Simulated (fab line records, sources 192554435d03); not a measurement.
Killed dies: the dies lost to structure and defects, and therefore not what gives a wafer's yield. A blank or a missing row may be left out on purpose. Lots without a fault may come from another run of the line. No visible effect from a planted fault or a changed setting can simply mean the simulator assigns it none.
Matching of chambers | flow n5Finfet | N5_BEOL_M12_DEP_53 on pecvd-02: 3 sister chambers
The step deposits SiCN from 3MS/NH3, target thk 30 nm, time 10.5 s. 14 wafers are shown with their chamber, then 7 later ones without.

## EACH WAFER AND ITS CHAMBER
wafer  | chamber | showerheadVppV (V) | throttleValvePct (%) | showerheadPlenumPTorr (Torr)
L075.1 | 1       | 1437               | 19.0                 | 4.163
L075.2 | 0       | 1623               | 18.1                 | 4.179
L075.6 | 2       | 1631               | 17.0                 | 4.164
L077.2 | 1       | 1456               | 19.0                 | 4.167
L077.5 | 0       | 1644               | 18.0                 | 4.187
L077.6 | 1       | 1467               | 19.2                 | 4.160
L080.2 | 1       | 1458               | 19.2                 | 4.163
L080.5 | 2       | 1628               | 17.0                 | 4.170
L080.6 | 0       | 1672               | 17.9                 | 4.189
L081.1 | 0       | 1636               | 18.2                 | 4.183
L081.4 | 0       | 1680               | 18.1                 | 4.186
L081.5 | 2       | 1645               | 17.2                 | 4.164
L089.2 | 0       | 1624               | 18.3                 | 4.182
L089.5 | 1       | 1466               | 18.6                 | 4.180

SIGNATURES, as means of the wafers listed above
reading               | chamber 0 | chamber 1 | chamber 2 | scatter within a chamber
showerheadVppV        | 1646.50   | 1456.80   | 1634.67   | 18.3
throttleValvePct      | 18.100    | 19.000    | 17.067    | 0.183
showerheadPlenumPTorr | 4.18433   | 4.16660   | 4.16600   | 0.00556
Rule: for each reading, subtract the chamber's mean from the wafer's reading, divide by that reading's scatter and square the result; add these up over the readings and take the root, which gives the wafer's distance from the chamber. If the next closest chamber is less than 2 further off than the closest, the wafer can't be placed; otherwise it belongs to the closest. How the scatter is found: for the shown wafers, subtract from each reading the mean of its chamber, square and add these, divide the total by (wafers less chambers), then take the root.

## WAFERS MISSING THEIR CHAMBER
wafer  | showerheadVppV (V) | throttleValvePct (%) | showerheadPlenumPTorr (Torr)
L089.6 | 1615               | 17.6                 | 4.177
L094.1 | 1477               | 19.3                 | 4.159
L094.5 | 1638               | 18.3                 | 4.175
L094.6 | 1629               | 17.4                 | 4.168
L096.1 | 1444               | 18.8                 | 4.161
L096.2 | 1633               | 17.4                 | 4.163
L096.4 | 1687               | 18.0                 | 4.183

## THE CHAMBER EACH PASSED THROUGH
wafer  | from the rows above     | in truth
L089.6 | can't be placed: 0 or 2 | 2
L094.1 | 1                       | 1
L094.5 | 0                       | 0
L094.6 | 2                       | 2
L096.1 | 1                       | 1
L096.2 | 2                       | 2
L096.4 | 0                       | 0
6 of 7 placed correctly. From these rows, 1 cannot be placed; in 1 the true chamber is one of the candidates. Placed wrongly: 0.
